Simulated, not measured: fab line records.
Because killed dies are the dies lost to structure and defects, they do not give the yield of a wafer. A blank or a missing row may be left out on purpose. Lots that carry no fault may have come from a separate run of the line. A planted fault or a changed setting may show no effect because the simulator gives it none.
fab line records	flow n5Finfet
[record] lots = 6	wafers = 18	lastDay = 18
route steps=1938 shown SDB@349 BEOL_M4@1111
lots untouched by any fault: they come from a run of this same line in which no faults occurred
startH: hours from the record's opening day to when the first of the lot's shown wafers began	waitH: hours since the lot's step before	" the same as in the row above	L1.1+2: several wafers, shown together as one row	- no value, or no start was given	* or withheld: withheld	< > ~ a bound
route shown NAME@n: names a module that has steps shown in the file, with the first one's number in the route	usual: mean/standard deviation of fault-free wafers	same: alike in all rows	chamber/n: place in a boat	sites: the reading at each site	_std_site: the standard deviation of these	_edge_site: inner sites' mean taken away from outer sites' mean	radiusMm: for every site, how far away it sits from the centre of the wafer	mask NAME#n: copy n	behind: the most recent tool/chamber to have shaped the wafer	hold: reason for holding the lot/hours on hold/outcome of the hold	device: the n, p or np transistor that did not switch	end of line: the route-end tests of the same wafers	a step given without rows: its recipe and nothing more	killed: count of dies lost to structure and defects at first sort (not the wafer's yield)	map: a wafer's dies, marking killed ones x, the rest . and places with no die _
set.NAME: the run value of the setting; set.NAME@STEP: its run value at that earlier step	model.NAME: the simulator's own value behind a step, which no gauge read
lots seen at some steps along the route; tables by step, rows by wafer
services: a tool's chamber out of use, with start hour (startH, from the record's first day; less than 0 if before it), hours out, and reason
[[steps]]
[step N5_SDB_COAT_04]
[recipe] resist = SiARC	tempC = 220	timeS = 60	spinRpm = 1500	resistThkNm = 18
[step N5_SDB_COAT_05]
[recipe] resist = CAR-ArF	spinRpm = 1500	resistThkNm = 90
[step N5_SDB_EBR_07]
[recipe] solvent = PGMEA	ebrWidthMm = 1.5
[step N5_SDB_SOFTBAKE_06]
[recipe] tempC = 110	timeS = 60	resist = CAR-ArF
[step N5_SDB_EXPOSE_08]
[recipe] maskId = SDB	na = 1.35	sourceShape = conventional	sigmaOuter = 0.5	polarization = unpolarized	doseMj = 49.6
[step N5_SDB_PEB_09]
[recipe] pebTempC = withheld	pebTimeS = 60	resist = CAR-ArF
[step N5_SDB_DEVELOP_10]
[recipe] developTimeS = 30	developer = TMAH	resist = CAR-ArF	rinseLiquid = diw	dry = airSpin	devTempC = 23
[step N5_SDB_CD_MEAS_11]
[recipe] targetCdNm = 50	landingEnergyEv = 500	detector = seInlens	polarity = opening
[usual] cdNm = 49.9/0.86
lot.wafer	tool	chamber	startH	waitH	cdNm
L568.1	cdSem-02	0	96.73	-	48.9
L568.2	"	0	"	"	49.8
L568.5	"	0	"	"	49.9
L571.2	cdSem-01	0	115.04	-	50.4
L571.5	"	0	"	"	51.4
L571.6	"	0	"	"	50.7
L580.3	cdSem-03	0	165.24	-	48.9
L580.5	"	0	"	"	50.2
L580.6	"	0	"	"	49.4
L581.3	cdSem-03	0	173.91	-	50.0
L581.4	"	0	"	"	49.5
L581.5	"	0	"	"	48.7
L583.2	cdSem-01	0	186.30	-	48.8
L583.5	"	0	"	"	49.4
L583.6	"	0	"	"	50.5
L585.2	cdSem-01	0	205.09	-	48.5
L585.3	"	0	"	"	48.5
L585.4	"	0	"	"	48.4
[step N5_SDB_OVL_MEAS_12]
[recipe] pointsPerWafer = 44
[usual] SDB_OVL = 0.2/0.85
lot.wafer	tool	chamber	startH	waitH	SDB_OVL[nm]
L568.1	overlay-02	0	96.76	0.0	0.6
L568.2	"	0	"	"	1.4
L568.5	"	0	"	"	-0.1
L571.2	overlay-02	0	115.07	0.0	0.3
L571.5	"	0	"	"	-0.1
L571.6	"	0	"	"	-1.1
L580.3	overlay-02	0	165.27	0.0	-0.7
L580.5	"	0	"	"	0.1
L580.6	"	0	"	"	-0.7
L581.3	overlay-01	0	173.94	0.0	0.0
L581.4	"	0	"	"	0.4
L581.5	"	0	"	"	-0.8
L583.2	overlay-01	0	186.33	0.0	0.7
L583.5	"	0	"	"	0.4
L583.6	"	0	"	"	0.1
L585.2	overlay-01	0	205.12	0.0	0.4
L585.3	"	0	"	"	0.2
L585.4	"	0	"	"	0.5
[step N5_SDB_INSPECT_13]
[recipe] mode = adi	inspectInstrument = brightfield
[usual] rawDefectCount = 77/29
lot.wafer	tool	chamber	startH	waitH	rawDefectCount
L568.1	defectInspect-02	-	96.79	0.0	62
L568.2	"	-	"	"	56
L568.5	"	-	"	"	76
L571.2	defectInspect-01	-	115.09	0.0	39
L571.5	"	-	"	"	59
L571.6	"	-	"	"	52
L580.3	defectInspect-02	-	165.29	0.0	84
L580.5	"	-	"	"	79
L580.6	"	-	"	"	64
L581.3	defectInspect-02	-	173.96	0.0	75
L581.4	"	-	"	"	68
L581.5	"	-	"	"	108
L583.2	defectInspect-02	-	186.36	0.0	117
L583.5	"	-	"	"	37
L583.6	"	-	"	"	61
L585.2	defectInspect-01	-	205.14	0.0	74
L585.3	"	-	"	"	91
L585.4	"	-	"	"	116
[step N5_SDB_DESCUM_16]
[recipe] chemistry = O2	timeS = 7.9	sourcePowerW = 50	biasPowerW = 20	pressureMtorr = 20	rfFrequencyHz = 2.712e+07	tempC = 40	resist = CAR-ArF	o2FlowSccm = 225
[usual] drypumpMotorCurrentA = 5.7/0.36	oesProductAu = 0.79/0.11	rfFwdPowerW = 49.36/0.22	rfVppV = 243.0/1.4	showerheadPlenumPTorr = 2.09/0.071	throttleValvePct = 20.38/0.26
lot.wafer	tool	chamber	startH	waitH	drypumpMotorCurrentA	oesProductAu	rfFwdPowerW	rfHoursCounterH	rfVppV	showerheadPlenumPTorr	throttleValvePct
L568.1	rieDiel-02	0	96.82	0.0	5.9	0.74	49.19	143	244.7	2.19	20.19
L568.2	"	1	"	"	5.8	0.68	48.95	246	242.3	2.06	20.51
L568.5	"	3	"	"	5.2	0.76	49.48	-	244.8	2.18	20.23
L571.2	rieDiel-06	0	115.13	0.0	5.3	0.87	49.00	31	245.3	2.23	20.32
L571.5	"	3	"	"	6.2	0.70	49.13	-	240.3	1.99	20.51
L571.6	"	1	"	"	5.6	0.75	49.02	-	241.9	2.09	20.25
L580.3	rieDiel-06	2	165.34	0.0	5.7	0.93	49.66	11	243.0	2.04	20.16
L580.5	"	3	"	"	6.2	0.68	49.22	-	241.1	1.98	20.51
L580.6	"	0	"	"	5.3	0.84	49.45	-	246.2	2.23	20.36
L581.3	rieDiel-06	3	173.99	0.0	6.1	0.68	49.36	229	241.0	1.98	20.54
L581.4	"	3	"	"	6.1	0.69	49.43	-	241.8	1.98	20.53
L581.5	"	2	"	"	5.7	0.92	49.84	-	242.4	2.04	20.16
L583.2	rieDiel-01	2	186.85	0.5	5.8	0.86	49.13	58	242.0	2.05	20.06
L583.5	"	1	"	"	5.5	0.69	49.82	-	242.8	2.07	20.95
L583.6	"	3	"	"	6.4	0.95	49.40	-	242.8	2.05	20.19
L585.2	rieDiel-01	2	205.30	0.2	5.8	0.84	49.16	65	242.2	2.05	20.07
L585.3	"	1	"	"	5.5	0.68	49.49	238	241.0	2.07	20.96
L585.4	"	3	"	"	6.4	0.93	49.26	21	241.8	2.05	20.21
[step N5_SDB_ETCH_17]
[recipe] chemistry = CF4	target = SiARC	targetDepthA = 234	maskMaterial = CAR-ArF	timeS = 39	ionEnergyEv = 80	pressureMtorr = 40	sourceW = 545	biasW = 36	Ar_flow_sccm = 100	cf4FlowSccm = 100	ends = cleared
[usual] drypumpMotorCurrentA = 5.7/0.37	etchRfOnTimeS = 38.8/0.58	oesProductAu = 0.68/0.089	rfFwdPowerW = 533.8/2.9	rfVppV = 184.0/1.3	showerheadPlenumPTorr = 2.13/0.066	throttleValvePct = 15.55/0.28
lot.wafer	tool	chamber	startH	waitH	drypumpMotorCurrentA	etchRfOnTimeS	oesProductAu	rfFwdPowerW	rfHoursCounterH	rfVppV	showerheadPlenumPTorr	throttleValvePct
L568.1	rieDiel-02	0	96.86	0.0	5.9	38.1	0.64	533.1	143	183.3	2.22	15.34
L568.2	"	1	"	"	5.8	39.5	0.58	532.9	246	184.3	2.11	15.76
L568.5	"	3	"	"	5.2	38.1	0.65	534.5	-	184.8	2.22	15.45
L571.2	rieDiel-06	0	115.16	0.0	5.3	38.6	0.74	532.0	31	186.8	2.27	15.40
L571.5	"	3	"	"	6.2	39.2	0.60	530.4	-	183.9	2.04	15.69
L571.6	"	1	"	"	5.7	39.7	0.63	530.3	-	184.9	2.14	15.48
L580.3	rieDiel-06	2	165.37	0.0	5.7	38.6	0.79	538.7	11	183.9	2.10	15.35
L580.5	"	3	"	"	6.2	39.4	0.59	531.3	-	182.8	2.03	15.72
L580.6	"	0	"	"	5.3	38.7	0.72	532.0	-	186.0	2.26	15.43
L581.3	rieDiel-06	3	174.03	0.0	6.2	39.0	0.59	534.5	229	183.4	2.03	15.74
L581.4	"	3	"	"	6.2	38.8	0.59	531.3	-	181.4	2.03	15.72
L581.5	"	2	"	"	5.7	37.9	0.80	537.3	-	183.5	2.10	15.35
L583.2	rieDiel-01	2	186.88	0.0	5.8	39.1	0.72	532.6	58	182.0	2.09	15.17
L583.5	"	1	"	"	5.5	39.4	0.59	534.2	-	183.2	2.12	16.11
L583.6	"	3	"	"	6.4	38.3	0.81	537.6	-	183.3	2.11	15.31
L585.2	rieDiel-01	2	205.33	0.0	5.7	39.3	0.72	531.0	65	182.9	2.09	15.19
L585.3	"	1	"	"	5.6	39.6	0.57	533.3	238	184.1	2.11	16.11
L585.4	"	3	"	"	6.4	38.5	0.79	537.4	21	183.5	2.10	15.35
[step N5_SDB_ETCH_18]
[recipe] chemistry = N2/H2	target = SOC	targetDepthA = 1000	overetchA = 200	maskMaterial = SiARC	tempC = 40	timeS = 150	ionEnergyEv = 200	pressureMtorr = 30	sourceW = 840	biasW = 150	n2FlowSccm = 200	h2FlowSccm = 200
[usual] drypumpMotorCurrentA = 5.7/0.36	oesProductAu = 0.71/0.089	rfFwdPowerW = 837.0/2.7	rfVppV = 523.6/2.4	showerheadPlenumPTorr = 2.53/0.084	throttleValvePct = 17.77/0.26
lot.wafer	tool	chamber	startH	waitH	drypumpMotorCurrentA	oesProductAu	rfFwdPowerW	rfHoursCounterH	rfVppV	showerheadPlenumPTorr	throttleValvePct	model.SiARC_of_SDB_COAT_04.thkNm
L568.1	rieDiel-02	0	96.89	0.0	5.8	0.67	834.5	143	526.8	2.64	17.58	12.6
L568.2	"	1	"	"	5.9	0.62	837.5	246	523.6	2.51	17.96	12.8
L568.5	"	3	"	"	5.2	0.68	838.3	-	526.4	2.65	17.65	12.6
L571.2	rieDiel-06	0	115.20	0.0	5.3	0.77	836.4	31	528.7	2.71	17.68	12.8
L571.5	"	3	"	"	6.2	0.63	833.6	-	520.4	2.42	18.06	13
L571.6	"	1	"	"	5.6	0.68	839.1	-	523.0	2.53	17.61	13
L580.3	rieDiel-06	2	165.41	0.0	5.7	0.82	838.8	11	522.6	2.49	17.57	12.6
L580.5	"	3	"	"	6.1	0.62	1039.7	-	484.2	2.41	18.09	12.2
L580.6	"	0	"	"	5.3	0.74	834.0	-	527.6	2.70	17.75	12.8
L581.3	rieDiel-06	3	174.06	0.0	6.2	0.62	1036.7	229	484.2	2.41	18.08	12.2
L581.4	"	3	"	"	6.2	0.62	1034.2	-	485.9	2.41	18.07	12.2
L581.5	"	2	"	"	5.7	0.82	840.7	-	522.5	2.49	17.58	12.6
L583.2	rieDiel-01	2	186.92	0.0	5.7	0.76	834.5	58	521.1	2.48	17.44	12.8
L583.5	"	1	"	"	5.5	0.62	839.1	-	523.2	2.51	18.23	12.8
L583.6	"	3	"	"	6.5	0.84	833.8	-	522.9	2.50	17.53	12.6
L585.2	rieDiel-01	2	205.37	0.0	5.8	0.76	835.8	65	522.3	2.47	17.46	12.6
L585.3	"	1	"	"	5.5	0.61	836.3	238	521.8	2.50	18.25	12.8
L585.4	"	3	"	"	6.4	0.82	837.1	21	522.3	2.49	17.56	12.6
[step N5_SDB_STRIP_19]
[recipe] chemistry = N2/H2	tempC = 40	n2FlowSccm = 200	h2FlowSccm = 200	rfFrequencyHz = 6e+07
[step N5_BEOL_M4_RC_MEAS_101]
[usual] DIBL_N = 36.1/1.3	DIBL_P = 36.1/1.7	IOFF_N = 0.154/0.022	IOFF_P = 0.201/0.024	ION_N = 675/8.9	ION_P = 462/5.9	SS_N = 71.5/0.49	SS_P = 73.3/0.58	VT_N = 250.0/2.7	VT_P = -251.3/2.7
lot.wafer	tool	chamber	startH	waitH	DIBL_N[mV/V]	DIBL_P[mV/V]	IOFF_N[nA/um]	IOFF_P[nA/um]	ION_N[uA/um]	ION_P[uA/um]	SS_N[mV/dec]	SS_P[mV/dec]	VT_N[mV]	VT_P[mV]
L568.1	prober-01	0	193.44	0.0	34.4	33.9	0.122	0.190	655	461	71.0	72.3	253.0	-249.8
L568.2	"	0	"	"	37.2	37.3	0.175	0.249	675	468	72.2	73.6	245.3	-247.2
L568.5	"	0	"	"	34.7	33.9	0.124	0.179	658	454	71.7	72.6	254.0	-253.5
L571.2	prober-01	0	227.49	0.2	36.2	35.9	0.140	0.199	674	466	71.3	73.0	251.9	-250.8
L571.5	"	0	"	"	37.7	37.7	0.166	0.228	672	462	71.9	72.8	248.0	-247.1
L571.6	"	0	"	"	36.3	36.3	0.138	0.198	670	463	71.5	73.1	252.1	-248.9
L581.3	prober-02	0	285.03	0.3	39.7	40.7	0.211	0.239	682	457	72.7	73.8	248.6	-251.5
L581.4	"	0	"	"	35.6	35.6	0.132	0.168	666	454	71.4	73.0	256.1	-257.8
L581.5	"	0	"	"	36.4	36.8	0.145	0.187	666	455	71.5	73.2	252.7	-253.4
L580.3	prober-02	0	288.12	0.3	34.6	34.8	0.126	0.186	664	462	70.6	72.4	253.7	-249.7
L580.5	"	0	"	"	35.8	36.2	0.148	0.204	667	465	71.1	73.4	251.6	-249.1
L580.6	"	0	"	"	37.4	38.8	0.182	0.242	688	468	71.3	73.9	248.0	-248.0
L583.2	prober-02	0	293.39	0.2	37.9	37.6	0.178	0.213	681	469	72.2	75.4	248.2	-253.5
L583.5	"	0	"	"	38.3	37.9	0.198	0.227	680	464	71.4	74.3	246.3	-250.5
L583.6	"	0	"	"	37.7	37.8	0.175	0.215	687	464	71.9	74.3	247.6	-253.0
L585.2	prober-02	0	319.63	0.2	36.8	37.9	0.169	0.246	676	468	71.5	73.4	249.1	-245.1
L585.3	"	0	"	"	36.7	37.0	0.156	0.218	673	466	72.0	73.1	247.2	-247.4
L585.4	"	0	"	"	37.7	38.4	0.179	0.248	690	475	71.6	74.0	244.3	-248.4
[[services]]
tool	chamber	startH	hours	kind
rieDiel-02	1	106.75	-	clean
rieDiel-02	1	106.75	-	consumableReplace:focusRing
rieDiel-02	1	106.75	23.7	scheduledDown
rieDiel-02	1	106.75	23.7	ventCycle
rieDiel-06	2	112.37	4.9	repair
rieDiel-01	3	112.40	-	clean
rieDiel-01	3	112.40	-	consumableReplace:focusRing
rieDiel-01	3	112.40	41.4	scheduledDown
rieDiel-01	3	112.40	41.4	ventCycle
rieDiel-06	2	117.46	-	clean
rieDiel-06	2	117.46	-	consumableReplace:focusRing
rieDiel-06	2	117.46	14.7	scheduledDown
rieDiel-06	2	117.46	14.7	ventCycle
rieDiel-01	0	119.86	2.2	repair
rieDiel-01	0	154.18	-	clean
rieDiel-01	0	154.18	-	consumableReplace:focusRing
rieDiel-01	0	154.18	33.0	scheduledDown
rieDiel-01	0	154.18	33.0	ventCycle
rieDiel-06	1	164.44	9.9	repair
rieDiel-01	3	177.60	5.2	repair
rieDiel-06	1	183.55	8.8	repair
[[key]]
[firstSign] step = N5_SDB_ETCH_18	reading = rfFwdPowerW	direction = up	sigmas = 74	usual = *	struck = *
[effect] step = N5_SDB_ETCH_18	reading = rfVppV	direction = down	sigmas = 16	usual = 523.6	struck = 484.8
[modelEffect] step = N5_SDB_ETCH_18	value = SiARC_of_SDB_COAT_04.thkNm	without = 12.8	struck = 12.2
metAt N5_SDB_ETCH_18
struckWafers L580.5,L581.3,L581.4
onsetBetween 115.20 165.41
[fault] kind = processParameterDrift	tool = rieDiel-06	chamber = 3	onsetH = 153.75	steps = N5_SDB_ETCH_18	channel = sourceW	offset = 201.6	shape = step	endH = 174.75	actsIn = theseRecipesOnly	stated = 840
